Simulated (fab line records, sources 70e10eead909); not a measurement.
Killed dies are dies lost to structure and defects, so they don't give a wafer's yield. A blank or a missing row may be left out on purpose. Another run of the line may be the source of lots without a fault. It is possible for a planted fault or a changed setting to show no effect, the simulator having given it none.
Chamber matching / flow nandHarc / NHARC_A_STAIRCASE_DEP_471 on pecvd-02 has 3 sister chambers
The step deposits SiO2, target thk 100 nm. 3 wafers are shown with their chamber, then 9 later ones without.

## WAFERS WITH THEIR CHAMBER
wafer=L085.1; chamber=1; showerheadVppV (V)=1873
wafer=L089.4; chamber=0; showerheadVppV (V)=1678
wafer=L089.5; chamber=2; showerheadVppV (V)=1810

## WAFERS MISSING THEIR CHAMBER
wafer=L092.1; showerheadVppV (V)=1841
wafer=L092.2; showerheadVppV (V)=1626
wafer=L092.6; showerheadVppV (V)=1667
wafer=L091.4; showerheadVppV (V)=1845
wafer=L091.5; showerheadVppV (V)=1662
wafer=L091.6; showerheadVppV (V)=1849
wafer=L097.1; showerheadVppV (V)=1811
wafer=L097.2; showerheadVppV (V)=1857
wafer=L097.6; showerheadVppV (V)=1696

## CHAMBER TAKEN BY EACH
wafer=L092.1; from the rows above=can't be placed: 2 or 1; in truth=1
wafer=L092.2; from the rows above=0; in truth=0
wafer=L092.6; from the rows above=0; in truth=0
wafer=L091.4; from the rows above=can't be placed: 1 or 2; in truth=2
wafer=L091.5; from the rows above=0; in truth=0
wafer=L091.6; from the rows above=can't be placed: 1 or 2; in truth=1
wafer=L097.1; from the rows above=2; in truth=2
wafer=L097.2; from the rows above=can't be placed: 1 or 2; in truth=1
wafer=L097.6; from the rows above=0; in truth=0
Correct placement for 5 of the 9. These rows do not allow placing 4 (true chamber among the candidates in 4). Placed wrongly: 0.
How it was worked out, from the rows above alone: a wafer's distance from a chamber is the root of the sum, over the readings, of the square of ((its reading less the chamber's mean) divided by the reading's scatter). If the next closest chamber is less than 2 further off than the closest, the wafer can't be placed; otherwise it belongs to the closest. For every chamber, the mean is computed from those of its wafers that are shown. The scatter: with one shown wafer a chamber, the root of the mean of the squares of how far each hidden wafer lies from its nearest shown one.
